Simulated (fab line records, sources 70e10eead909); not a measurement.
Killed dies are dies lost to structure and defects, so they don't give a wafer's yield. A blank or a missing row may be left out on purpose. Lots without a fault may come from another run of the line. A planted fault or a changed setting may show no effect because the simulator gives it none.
A struck lot beside a sound one | flow nand_harc | 26 steps out of a route of 1302
Sound: wafers L284.1, L284.2, L284.6. Struck: wafers L281.1, L281.2, L281.6. The cause comes at the end.
At each step with rows: each side's tool, then ch and its chambers, then its first start. Under that, the readings that differ: sound wafers | struck wafers | difference of the means | sigmas: that difference in standard deviations of wafers without a fault.
alike: readings whose means differ by less than 2 such deviations, and words and numbers that are the same on both sides. not compared: withheld readings, readings that some wafer has no value for, bounds like >300 that may hide the same value, and numbers for which the record gives no deviation and whose values overlap.
The two part at a step that has a row with sigmas, a row that says differs or no value, or rows on one side only. Numbers that don't overlap but have no deviation are shown without sigmas and don't part them. A reading that every wafer of one side lacks parts them only if that side has two wafers or more.

NHARC_A_CHANNEL_HOLE_D2_OVL_MEAS_11:
  sound on overlay-01, day 18 04:58; struck on overlay-02, day 17 09:09
  alike: overlay_x_nm, overlay_y_nm
NHARC_A_CHANNEL_HOLE_D2_INSPECT_12:
  sound on defect_inspect-01, day 18 05:01; struck on defect_inspect-01, day 17 09:11
  alike: raw_defect_count
then, 5 steps without rows for these wafers: NHARC_A_CHANNEL_HOLE_D2_DESCUM_15 (chemistry O2, time 3 s); NHARC_A_CHANNEL_HOLE_D2_ETCH_38 (etches the open film in CF4, target depth 39 nm, time 65 s); NHARC_A_CHANNEL_HOLE_D2_ETCH_39 (etches the open film in N2/H2, target depth 260 nm, time 325 s); NHARC_A_CHANNEL_HOLE_D2_ETCH_34 (etches the open film in CF4/CHF3, target depth 154 nm, time 77 s); NHARC_A_CHANNEL_HOLE_D2_ETCH_16 (etches the open film in O2/COS, target depth 3100 nm, time 806 s).
NHARC_A_CHANNEL_HOLE_D2_CD_MEAS_18:
  sound on cd_sem-02, day 18 06:11; struck on cd_sem-02, day 17 10:34
  alike: cd_nm
then, 2 steps without rows for these wafers: NHARC_A_CHANNEL_HOLE_D2_ETCH_19 (etches the open film in C4F8/O2/Ar, time 34.5 s); NHARC_A_CHANNEL_HOLE_D2_ETCH_20 (etches the open film in C4F8/O2/Ar, time 361.9 s, target depth 1600 nm).
NHARC_A_CHANNEL_HOLE_D2_ETCH_21: etches the open film in C4F8/O2/Ar, time 514.3 s, target depth 1600 nm.
  sound on har_etch-02 ch 0,1, day 18 06:41; struck on har_etch-01 ch 0,1, day 17 11:32
  alike: c4f8_flow_sccm, chamber_pressure_mTorr, drypump_motor_current_A, showerhead_plenum_p_Torr, throttle_valve_pct
  not compared: rf_hours_counter_h
NHARC_A_CHANNEL_HOLE_D2_ETCH_22: etches the open film in C4F8/O2/Ar, time 666.7 s, target depth 1600 nm.
  sound on har_etch-02 ch 0,1, day 18 07:07; struck on har_etch-01 ch 0,1, day 17 11:59
  alike: c4f8_flow_sccm, chamber_pressure_mTorr, drypump_motor_current_A, showerhead_plenum_p_Torr, throttle_valve_pct
  not compared: rf_hours_counter_h
NHARC_A_CHANNEL_HOLE_D2_ETCH_23: etches the open film in C4F8/O2/Ar, time 819 s, target depth 1600 nm.
  sound on har_etch-02 ch 0,1, day 18 07:41; struck on har_etch-01 ch 0,1, day 17 12:33
  no value came back on the struck wafers for any of 5 readings (c4f8_flow_sccm (sccm), chamber_pressure_mTorr (mTorr) and others); on the sound wafers c4f8_flow_sccm (sccm) reads 89.21 88.90 89.29
  not compared: rf_hours_counter_h
NHARC_A_CHANNEL_HOLE_D2_ETCH_24: etches the open film in C4F8/O2/Ar, time 906.2 s, target depth 1500 nm.
  sound on har_etch-02 ch 0,1, day 18 08:22; struck on har_etch-01 ch 0,1, day 17 13:14
  alike: c4f8_flow_sccm, chamber_pressure_mTorr, drypump_motor_current_A, showerhead_plenum_p_Torr, throttle_valve_pct
  not compared: rf_hours_counter_h
then, 1 step without rows for these wafers: NHARC_A_CHANNEL_HOLE_D2_ETCH_25 (etches the open film in C4F8/O2/Ar, time 1040.2 s, target depth 1500 nm).
NHARC_A_CHANNEL_HOLE_D2_ETCH_26: etches the open film in C4F8/O2/Ar, time 224.1 s, target depth 300 nm.
  sound on har_etch-02 ch 0,1, day 18 10:01; struck on har_etch-01 ch 0,1, day 17 14:54
  alike: bias_v, c4f8_flow_sccm, drypump_motor_current_A, showerhead_plenum_p_Torr, throttle_valve_pct
  not compared: rf_hours_counter_h
then, 4 steps without rows for these wafers: NHARC_A_CHANNEL_HOLE_D2_ETCH_27 (etches the open film in C4F8/O2/Ar, time 90 s, target depth 400 nm); NHARC_A_CHANNEL_HOLE_D2_STRIP_41 (strips in N2/H2); NHARC_A_CHANNEL_HOLE_D2_STRIP_42 (strips in CF4/CHF3); NHARC_A_CHANNEL_HOLE_D2_STRIP_43 (strips in O2/COS).
NHARC_A_CHANNEL_HOLE_D2_ETCH_44: etches the open film in CF4/O2, target depth 140 nm, overetch 14 nm, time 77 s.
  sound on rie_diel-04 ch 0,1, day 18 10:58; struck on rie_diel-08 ch 1,2,3, day 17 15:52
  reading                            | sound             | struck            | difference | sigmas
  model.A_CHANNEL_HOLE_D2.cd_nm (nm) | 90.03 89.09 88.71 | 99.91 101.3 96.68 | +10.02     |
  alike: bias_w, cf4_flow_sccm, drypump_motor_current_A, oes_product_au, rf_vpp_V, showerhead_plenum_p_Torr, throttle_valve_pct
  not compared: rf_hours_counter_h
NHARC_A_CHANNEL_HOLE_D2_STRIP_28: strips in O2.
  sound on rie_diel-04 ch 1,3; struck on rie_diel-08 ch 1,3
  alike: drypump_motor_current_A, oes_product_au, rf_vpp_V, showerhead_plenum_p_Torr, throttle_valve_pct
  not compared: rf_hours_counter_h
then, 2 steps without rows for these wafers: NHARC_A_CHANNEL_HOLE_D2_PRECLEAN_29 (cleans in SC1); NHARC_A_CHANNEL_HOLE_D2_SRD_30.
NHARC_A_CHANNEL_HOLE_D2_CD_MEAS_31:
  sound on cd_sem-01, day 18 11:46; struck on cd_sem-01, day 17 16:58
  reading    | sound          | struck        | difference | sigmas
  cd_nm (nm) | 89.5 89.8 88.9 | -0.4 0.9 -0.2 | -89.3      | -60
  not compared: hold
NHARC_END_SORT_01:
  the record has rows for the sound wafers here (prober-02 ch 0, day 29 10:11) and none for the struck ones

WHERE THEY PART
First at NHARC_A_CHANNEL_HOLE_D2_ETCH_23; last, within this record, at NHARC_END_SORT_01.

WHY: what the simulator had put in
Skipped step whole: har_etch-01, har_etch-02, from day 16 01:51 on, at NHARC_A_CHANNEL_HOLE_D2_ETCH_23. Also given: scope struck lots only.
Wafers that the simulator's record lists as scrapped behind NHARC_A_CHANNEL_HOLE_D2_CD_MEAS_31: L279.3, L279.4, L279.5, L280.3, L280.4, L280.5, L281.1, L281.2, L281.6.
